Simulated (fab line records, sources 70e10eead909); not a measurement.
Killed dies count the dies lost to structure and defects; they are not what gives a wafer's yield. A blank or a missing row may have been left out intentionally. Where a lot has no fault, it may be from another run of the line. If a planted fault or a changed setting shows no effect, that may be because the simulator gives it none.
fab line records	flow nand_harc
record lots=13	wafers=39	last_day=34
route steps=1302 shown A_DECK1_JOINT@542 A_ONON_D2@554
lots untouched by any fault: they come from a run of this same line in which no faults occurred
start_h: hours from the record's opening day to when the first of the lot's shown wafers began	wait_h: how many hours have passed since the lot's step before this one	" identical to the entry in the row above	L1.1+2: a row that stands for several wafers	- no value present, or no start provided	* or withheld: withheld	< > ~ a bound
route shown NAME@n: a module of which the file shows steps, and the number in the route of the first	usual: the fault-free wafers' mean and standard deviation	same: alike in all rows	chamber/n: place in a boat	sites: each site's reading	_std_site: their standard deviation	_edge_site: outer sites' mean less inner sites'	radius_mm: for every site, how far away it sits from the centre of the wafer	mask NAME#n: copy n	behind: the last tool/chamber to shape the wafer	hold: why the lot was held/for how many hours/how that ended	device: the n, p or np transistor that did not switch	end of line: tests of these same wafers at the route's end	a step with no rows: only its recipe	killed: dies that structure and defects cost at the first sort, which is not the same as the wafer's yield	map: dies across one wafer; x = killed, . = not, _ = none there
set.NAME: the setting as run; set.NAME@STEP: as run at that earlier step	model.NAME: the simulator's own value behind a step, which no gauge read
a sample of lots followed through the steps of the route, with each step as a table and each wafer as a row
services: from which hour (start_h, from the record's first day; less than 0 if before it) a tool's chamber was out of use, for how many hours, and why
## steps
# step NHARC_A_DECK1_JOINT_DEP_16
# recipe target_thk_a=450	temp_c=400	pressure_torr=6.5	rf_w=900	teos_flow_sccm=161.4	flow_sccm=2650	target_thk_nm=45	gas=O2	material=SiO2
# usual heater_power_w=581/83	rf_fwd_power_W=896.3/2.8	showerhead_vpp_V=1920/100	throttle_valve_pct=15.8/0.74
lot.wafer	tool	chamber	start_h	wait_h	heater_power_w	rf_fwd_power_W	showerhead_vpp_V	throttle_valve_pct
L753.1	pecvd-01	2	273.60	0.2	654	902.7	1646	14.3
L753.2	"	0	"	"	642	897.8	1972	15.6
L753.6	"	2	"	"	661	896.7	1682	14.2
L752.3	pecvd-02	2	273.61	0.2	671	895.9	2008	16.5
L752.4	"	0	"	"	636	894.5	1965	15.8
L752.5	"	2	"	"	651	898.3	1982	16.3
L756.1	pecvd-01	1	299.77	0.1	458	895.1	1927	15.3
L756.2	"	2	"	"	643	894.7	1697	14.7
L756.6	"	0	"	"	554	901.0	1972	15.6
L755.1	pecvd-04	1	299.77	0.1	577	893.7	1788	15.7
L755.2	"	2	"	"	573	894.7	1990	17.1
L755.3	"	0	"	"	453	894.3	1850	16.2
L757.3	pecvd-02	1	327.40	0.1	597	897.7	1993	16.1
L757.2	"	0	"	"	598	900.5	2002	16.2
L757.5	"	0	"	"	599	900.7	1986	15.9
L759.1	pecvd-01	2	330.25	0.1	554	895.3	1676	14.3
L759.2	"	0	"	"	692	894.9	1984	15.4
L759.4	"	0	"	"	687	896.3	1951	15.2
L763.1	pecvd-02	1	393.61	0.1	609	894.5	2020	16.0
L763.2	"	2	"	"	718	893.5	2032	16.6
L763.5	"	2	"	"	718	895.5	2006	16.9
L767.2	pecvd-01	1	429.02	0.1	485	891.8	1939	15.5
L767.1	"	2	"	"	639	891.8	1667	14.2
L767.3	"	0	"	"	668	897.0	2018	15.1
L768.3	pecvd-02	2	429.19	0.2	691	892.8	2008	16.5
L768.6	"	0	"	"	663	897.2	1943	15.2
L768.5	"	2	"	"	694	899.2	1977	16.3
L769.3	pecvd-02	2	445.94	0.1	648	896.3	1990	16.3
L769.1	"	0	"	"	739	535.4	1497	15.4
L769.4	"	2	"	"	656	896.2	2025	16.5
L770.3	pecvd-02	1	458.30	0.1	551	894.2	2028	16.6
L770.1	"	0	"	"	836	539.7	1511	15.0
L770.4	"	0	"	"	832	545.5	1538	15.3
L773.3	pecvd-01	1	482.49	0.1	397	900.0	1950	15.5
L773.1	"	2	"	"	641	895.2	1679	14.4
L773.5	"	2	"	"	644	893.9	1687	14.6
L775.3	pecvd-01	1	509.95	0.1	536	897.1	1945	15.0
L775.4	"	2	"	"	555	896.8	1675	14.2
L775.6	"	0	"	"	602	895.9	1970	15.7
# step NHARC_A_DECK1_JOINT_THK_MEAS_17
# recipe thk_meas_gauge=ellipsometry
# usual thk_nm=44.9/1
lot.wafer	tool	chamber	start_h	wait_h	thk_nm
L753.1	film_metro-01	-	273.85	0.2	45.5
L753.2	"	-	"	"	45.0
L753.6	"	-	"	"	43.5
L752.3	film_metro-02	-	273.92	0.3	43.0
L752.4	"	-	"	"	45.0
L752.5	"	-	"	"	46.9
L755.1	film_metro-01	-	300.05	0.3	45.4
L755.2	"	-	"	"	45.0
L755.3	"	-	"	"	42.9
L756.1	film_metro-02	-	300.05	0.3	45.9
L756.2	"	-	"	"	43.4
L756.6	"	-	"	"	44.8
L757.2	film_metro-01	-	327.68	0.2	44.0
L757.3	"	-	"	"	43.5
L757.5	"	-	"	"	45.7
L759.1	film_metro-01	-	330.53	0.3	42.8
L759.2	"	-	"	"	43.5
L759.4	"	-	"	"	45.7
L763.1	film_metro-01	-	393.89	0.3	45.2
L763.2	"	-	"	"	44.1
L763.5	"	-	"	"	45.0
L767.1	film_metro-01	-	429.30	0.2	43.7
L767.2	"	-	"	"	44.9
L767.3	"	-	"	"	43.7
L768.3	film_metro-02	-	429.42	0.2	43.7
L768.5	"	-	"	"	43.8
L768.6	"	-	"	"	44.8
L769.1	film_metro-01	-	446.22	0.2	40.3
L769.3	"	-	"	"	43.0
L769.4	"	-	"	"	44.8
L770.1	film_metro-01	-	458.58	0.2	38.6
L770.3	"	-	"	"	45.1
L770.4	"	-	"	"	38.6
L773.1	film_metro-01	-	482.74	0.2	45.1
L773.3	"	-	"	"	44.9
L773.5	"	-	"	"	45.5
L775.3	film_metro-02	-	510.23	0.3	45.0
L775.4	"	-	"	"	45.2
L775.6	"	-	"	"	45.9
# step NHARC_A_ONON_D2_THK_MEAS_14
# recipe thk_meas_gauge=ellipsometry
# usual thk_nm=1001/9.5
lot.wafer	tool	chamber	start_h	wait_h	thk_nm
L753.1	film_metro-02	-	276.73	-	1011
L753.2	"	-	"	"	1011
L753.6	"	-	"	"	1010
L752.3	film_metro-02	-	276.91	-	998
L752.4	"	-	"	"	998
L752.5	"	-	"	"	997
L755.1	film_metro-02	-	302.92	-	1005
L755.2	"	-	"	"	1005
L755.3	"	-	"	"	1004
L756.1	film_metro-01	-	302.93	-	1016
L756.2	"	-	"	"	1016
L756.6	"	-	"	"	1016
L757.2	film_metro-02	-	330.61	-	998
L757.3	"	-	"	"	997
L757.5	"	-	"	"	999
L759.1	film_metro-02	-	333.41	-	1000
L759.2	"	-	"	"	1000
L759.4	"	-	"	"	1000
L763.1	film_metro-02	-	396.76	-	994
L763.2	"	-	"	"	996
L763.5	"	-	"	"	996
L767.1	film_metro-01	-	432.16	-	1021
L767.2	"	-	"	"	1020
L767.3	"	-	"	"	1021
L768.3	film_metro-02	-	432.29	-	1001
L768.5	"	-	"	"	1002
L768.6	"	-	"	"	1003
L769.1	film_metro-01	-	449.11	-	993
L769.3	"	-	"	"	993
L769.4	"	-	"	"	993
L770.1	film_metro-01	-	461.45	-	995
L770.3	"	-	"	"	996
L770.4	"	-	"	"	996
L773.1	film_metro-02	-	485.67	-	987
L773.3	"	-	"	"	986
L773.5	"	-	"	"	989
L775.3	film_metro-01	-	513.10	-	1000
L775.4	"	-	"	"	999
L775.6	"	-	"	"	1000
# step NHARC_A_ONON_D2_THK_MEAS_18
# recipe thk_meas_gauge=ellipsometry
# usual thk_nm=1001/12
lot.wafer	tool	chamber	start_h	wait_h	thk_nm
L753.1	film_metro-01	-	284.04	-	997
L753.2	"	-	"	"	998
L753.6	"	-	"	"	998
L752.3	film_metro-02	-	284.05	-	990
L752.4	"	-	"	"	989
L752.5	"	-	"	"	990
L755.1	film_metro-02	-	310.25	-	995
L755.2	"	-	"	"	995
L755.3	"	-	"	"	995
L756.1	film_metro-02	-	310.44	-	1011
L756.2	"	-	"	"	1011
L756.6	"	-	"	"	1012
L757.2	film_metro-02	-	337.98	-	1023
L757.3	"	-	"	"	1023
L757.5	"	-	"	"	1024
L759.1	film_metro-01	-	337.98	-	1003
L759.2	"	-	"	"	1004
L759.4	"	-	"	"	1004
L763.1	film_metro-02	-	403.92	-	1002
L763.2	"	-	"	"	1003
L763.5	"	-	"	"	1006
L767.1	film_metro-01	-	442.01	-	982
L767.2	"	-	"	"	982
L767.3	"	-	"	"	980
L768.3	film_metro-02	-	442.05	-	1013
L768.5	"	-	"	"	1011
L768.6	"	-	"	"	1012
L769.1	film_metro-01	-	456.49	-	979
L769.3	"	-	"	"	979
L769.4	"	-	"	"	982
L770.1	film_metro-01	-	470.61	-	1004
L770.3	"	-	"	"	1002
L770.4	"	-	"	"	1002
L773.1	film_metro-01	-	496.93	-	987
L773.3	"	-	"	"	987
L773.5	"	-	"	"	986
L775.3	film_metro-02	-	520.78	-	981
L775.4	"	-	"	"	982
L775.6	"	-	"	"	982
# step NHARC_A_ONON_D2_THK_MEAS_21
# recipe thk_meas_gauge=ellipsometry
# usual thk_nm=1001/9.1
lot.wafer	tool	chamber	start_h	wait_h	thk_nm
L753.1	film_metro-02	-	284.61	-	995
L753.2	"	-	"	"	994
L753.6	"	-	"	"	997
L752.3	film_metro-01	-	284.61	-	1016
L752.4	"	-	"	"	1016
L752.5	"	-	"	"	1017
L755.1	film_metro-02	-	310.82	-	1007
L755.2	"	-	"	"	1007
L755.3	"	-	"	"	1008
L756.1	film_metro-01	-	311.00	-	1004
L756.2	"	-	"	"	1004
L756.6	"	-	"	"	1003
L759.1	film_metro-01	-	338.55	-	1018
L759.2	"	-	"	"	1020
L759.4	"	-	"	"	1019
L757.2	film_metro-02	-	338.55	-	998
L757.3	"	-	"	"	999
L757.5	"	-	"	"	996
L763.1	film_metro-01	-	404.49	-	992
L763.2	"	-	"	"	994
L763.5	"	-	"	"	993
L767.1	film_metro-01	-	442.58	-	997
L767.2	"	-	"	"	996
L767.3	"	-	"	"	999
L768.3	film_metro-02	-	442.61	-	1005
L768.5	"	-	"	"	1005
L768.6	"	-	"	"	1004
L769.1	film_metro-01	-	457.05	-	1001
L769.3	"	-	"	"	1000
L769.4	"	-	"	"	999
L770.1	film_metro-02	-	471.18	-	1010
L770.3	"	-	"	"	1010
L770.4	"	-	"	"	1010
L773.1	film_metro-01	-	497.49	-	978
L773.3	"	-	"	"	977
L773.5	"	-	"	"	979
L775.3	film_metro-02	-	521.34	-	992
L775.4	"	-	"	"	990
L775.6	"	-	"	"	991
## services
tool	chamber	start_h	hours	kind
pecvd-04	-	269.05	13.0	pm
pecvd-02	1	269.22	14.4	repair
pecvd-02	-	307.47	1.5	repair
pecvd-01	-	311.00	13.0	pm
pecvd-01	0	311.00	13.0	vent_cycle
pecvd-01	1	311.00	13.0	vent_cycle
pecvd-01	2	311.00	13.0	vent_cycle
pecvd-01	0	324.00	-	clean
pecvd-01	1	324.00	-	clean
pecvd-01	2	324.00	-	clean
pecvd-01	2	395.70	10.7	repair
pecvd-04	0	395.88	3.6	repair
pecvd-02	-	408.02	13.0	pm
pecvd-02	0	408.02	13.0	vent_cycle
pecvd-02	1	408.02	13.0	vent_cycle
pecvd-02	2	408.02	13.0	vent_cycle
pecvd-01	-	412.40	1.2	repair
pecvd-02	0	421.02	-	clean
pecvd-02	1	421.02	-	clean
pecvd-02	2	421.02	-	clean
pecvd-04	-	450.28	13.0	pm
pecvd-01	-	492.00	13.0	pm
pecvd-01	0	492.00	13.0	vent_cycle
pecvd-01	1	492.00	13.0	vent_cycle
## key
first_sign step=NHARC_A_DECK1_JOINT_DEP_16	reading=rf_fwd_power_W	direction=down	sigmas=99+	usual=*	struck=*
effect step=NHARC_A_DECK1_JOINT_DEP_16	reading=showerhead_vpp_V	direction=down	sigmas=3.9	usual=1920	struck=1515
effect step=NHARC_A_DECK1_JOINT_THK_MEAS_17	reading=thk_nm	direction=down	sigmas=5.5	usual=44.9	struck=39.2
met_at NHARC_A_DECK1_JOINT_DEP_16
struck_lots L769,L770
struck_wafers L769.1,L770.1,L770.4
tester_left_out L769,L770
not_acting_at NHARC_A_ONON_D2_THK_MEAS_14,NHARC_A_ONON_D2_THK_MEAS_18,NHARC_A_ONON_D2_THK_MEAS_21
onset_between 429.19 445.94
fault kind=process_parameter_drift	tool=pecvd-02	chamber=0	onset_h=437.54	steps=NHARC_A_DECK1_JOINT_DEP_16	channel=rf_w	offset=*	shape=step	end_h=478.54	acts_in=*	stated=*
# tester_left_out: of these lots the tester's yield and bins aren't shown, on N5 and GAA mostly nor the transistor test; their killed dies are dies lost to structure and defects alone, not to doping, threshold or leakage, so they don't give the yield
